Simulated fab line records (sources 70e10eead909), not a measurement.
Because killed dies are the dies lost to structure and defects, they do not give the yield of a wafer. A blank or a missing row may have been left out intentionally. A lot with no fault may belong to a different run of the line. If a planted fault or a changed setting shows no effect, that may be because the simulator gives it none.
One fault seen from 2 desks ; flow nandHarc ; each desk holds nothing but its own numbers, with what lay behind them at the end

FOR THE TOOL OWNER'S DESK: aldHk-02
The tool's own readings at NHARC_A_CHANNEL_FILL_D1_ALD_16 (deposits SiO2, target thk 1.5 nm, pulse time 10 s, ald cycles 15): means of the sampled wafers that have a number, for each lot that ran on this tool. Any lot whose mean is over 4 standard deviations away from the usual mean is out of limits and marked OUT; that distance is given in the brackets.
Columns: A = heaterPowerW at NHARC_A_CHANNEL_FILL_D1_ALD_16, usual 463 W; B = precursorPulseHeightRel at NHARC_A_CHANNEL_FILL_D1_ALD_16, usual 1.000
lot;first seen here;A;B
L203;day 13 15:04;437;0.994
L204;day 14 10:22;451;1.008
L213;day 17 17:04;446;1.014
L215;day 18 17:28;455;0.990
Result from this desk: across the 4 lots, nothing is out of limits.

FROM THE METROLOGY DESK
Means of the sampled wafers that have a number, per lot and without regard to the tool the lot ran on: this is what the gauges read. Any lot whose mean is over 4 standard deviations away from the usual mean is out of limits and marked OUT; that distance is given in the brackets.
Columns: A = overlayXNm at NHARC_A_CHANNEL_HOLE_D1_OVL_MEAS_11, usual 0.1 nm; B = overlayYNm at NHARC_A_CHANNEL_HOLE_D1_OVL_MEAS_11, usual -0.1 nm
lot;first seen here;A;B
L193;day 8 11:47;0.7;-0.1
L198;day 10 11:51;-0.2;-0.1
L203;day 12 19:28;-0.9;-0.8
L204;day 13 14:58;-1.0;0.7
L207;day 14 09:41;-0.3;1.2
L208;day 14 09:59;0.0;-1.6
L209;day 15 09:13;0.8;0.4
L212;day 16 10:02;-0.4;-0.7
L213;day 16 21:41;1.4;-0.1
L214;day 17 10:58;0.5;-0.3
L215;day 17 22:02;1.4;-0.9
L216;day 17 22:20;0.4;-0.3
Result from this desk: across the 12 lots, nothing is out of limits.

BROUGHT TOGETHER
Nothing out of limits was seen by the tool owner's desk.
From the metrology desk's view, nothing was out of limits.

WHAT THE SIMULATOR PUT IN
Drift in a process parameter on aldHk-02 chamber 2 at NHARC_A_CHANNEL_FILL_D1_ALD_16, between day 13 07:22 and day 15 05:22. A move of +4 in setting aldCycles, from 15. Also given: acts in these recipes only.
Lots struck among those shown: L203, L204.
